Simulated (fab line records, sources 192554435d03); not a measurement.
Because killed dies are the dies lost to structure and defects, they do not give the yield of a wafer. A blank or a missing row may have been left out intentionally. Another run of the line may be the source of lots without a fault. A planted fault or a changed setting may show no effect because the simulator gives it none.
Comparing a struck lot with a sound one	flow n5 finfet	36 out of 1938 route steps
Sound: these wafers, L765.2, L765.4, L765.6. Struck: wafers L758.2, L758.3, L758.5. Last of all comes the cause.
For every step that has rows: the tool of each side, followed by ch and its chambers, followed by its first start. Under that, the readings that differ: sound wafers	struck wafers	difference of the means	sigmas: that difference in standard deviations of wafers without a fault.
alike: readings whose means differ by less than 2 such deviations, and words and numbers that are the same on both sides. not compared: withheld readings, readings that some wafer has no value for, bounds like >300 that may hide the same value, and numbers for which the record gives no deviation and whose values overlap.
Wherever a step has rows on one side only, a row that says differs or no value, or a row with sigmas, the two part there. When numbers do not overlap yet have no deviation, they are printed without sigmas and do not part them. Lack of a reading on every wafer of one side parts them only where that side has two or more wafers.

first, 9 steps without rows for these wafers: N5_WELL_APT_HMDS_18 (time 60 s); N5_WELL_APT_COAT_19 (resist thk 950 nm); N5_WELL_APT_EBR_21; N5_WELL_APT_SOFTBAKE_20 (time 60 s); N5_WELL_APT_EXPOSE_22 (exposes mask PWELL, defocus 0 nm, target cd 200 nm); N5_WELL_APT_PEB_23 (peb time 90 s); N5_WELL_APT_DEVELOP_24 (develop time 45 s); N5_WELL_APT_HARDBAKE_29 (time 120 s); N5_WELL_APT_DESCUM_30 (chemistry O2, time 7.9 s).
N5_WELL_APT_IMPLANT_31:
  sound on implanter-01 ch 0, day 5 04:31; struck on implanter-02 ch 0, day 3 09:50
reading	sound	struck	difference	sigmas
beam energy keV	59.994 60.026 59.978	51.195 51.211 51.218	-8.791	-99 or more
model.implant.rp nm (nm)	196.1 196.1 196.1	159.9 159.9 159.9	-36.2	
model.implant.drp nm (nm)	64.53 64.53 64.53	59.21 59.21 59.21	-5.32	
  alike: tilt deg
then, 25 steps without rows for these wafers: N5_WELL_APT_IMPLANT_32; N5_WELL_APT_STRIP_33 (strips in SPM, time 900 s); N5_WELL_APT_RTA_34 (time 10 s); N5_WELL_APT_OXIDE_STRIP_42 (strips SiO2 in dHF, time 45 s, target depth 12 nm); N5_WELL_APT_PRECLEAN_36 (cleans in O3/DIW, time 45 s); N5_WELL_APT_PRECLEAN_39 (cleans in dHF, time 60 s); N5_WELL_APT_SRD_37 (time 30 s); N5_WELL_APT_EPI_41 (deposits Si from SiH4/H2, target thk 50 nm, time 297.7 s); N5_PMOS_HMC_CHANNEL_EPI_HM_DEP_34 (deposits SiO2 from TEOS/O2, target thk 36 nm, time 6.9 s); N5_PMOS_HMC_CHANNEL_EPI_COAT_31 (time 60 s, resist thk 66 nm); N5_PMOS_HMC_CHANNEL_EPI_COAT_03 (resist thk 205 nm); N5_PMOS_HMC_CHANNEL_EPI_EBR_05; N5_PMOS_HMC_CHANNEL_EPI_SOFTBAKE_04 (time 60 s); N5_PMOS_HMC_CHANNEL_EPI_EXPOSE_06 (exposes mask PMOS HMC BLK, target cd 240 nm); N5_PMOS_HMC_CHANNEL_EPI_PEB_07 (peb time 60 s); N5_PMOS_HMC_CHANNEL_EPI_DEVELOP_08 (develop time 30 s); N5_PMOS_HMC_CHANNEL_EPI_DESCUM_14 (chemistry O2, time 7.9 s); N5_PMOS_HMC_CHANNEL_EPI_ETCH_32 (etches BARC in N2/H2, stops on SiO2, target depth 85.8 nm, time 50.3 s); N5_PMOS_HMC_CHANNEL_EPI_HM_OPEN_15 (chemistry CHF3/O2, target SiO2, target depth 40.6 nm, time 20.3 s); N5_PMOS_HMC_CHANNEL_EPI_STRIP_33 (strips in N2/H2); N5_PMOS_HMC_CHANNEL_EPI_STRIP_17 (strips in SPM, time 750 s); N5_PMOS_HMC_CHANNEL_EPI_ETCH_38 (etches SiO2 in CF4, target depth 1.5 nm); N5_PMOS_HMC_CHANNEL_EPI_FIN_RECESS_16 (chemistry HBr/Cl2, target Si, target depth 54 nm, time 18 s); N5_PMOS_HMC_CHANNEL_EPI_PRECLEAN_36 (cleans in O3/DIW, time 45 s); N5_PMOS_HMC_CHANNEL_EPI_PRECLEAN_18 (cleans in DHF, time 30 s).
-- record jumps: 6 days separate the struck wafers' starts on either side; left off in module PMOS_HMC_CHANNEL_EPI, taken up again in module BEOL_M4, whose first shown step is the route's number 1111 --
N5_BEOL_M4_RC_MEAS_101:
  sound on prober-01 ch 0, day 12 14:52; struck on prober-02 ch 0, day 9 21:36
reading	sound	struck	difference	sigmas
RS_PWELL (ohm/sq)	3002 3000 3017	3203 3186 3254	+208	+9
  alike: DIBL_N, DIBL_P, IOFF_N, IOFF_P, ION_N, ION_P, SS_N, SS_P, VT_N, VT_P

== WHERE THEY PART ==
Earliest at N5_WELL_APT_IMPLANT_31; latest, in this record, at N5_BEOL_M4_RC_MEAS_101.

WHY: what the simulator had put in
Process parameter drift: implanter-02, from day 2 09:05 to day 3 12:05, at N5_WELL_APT_IMPLANT_31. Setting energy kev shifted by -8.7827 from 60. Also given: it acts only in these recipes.
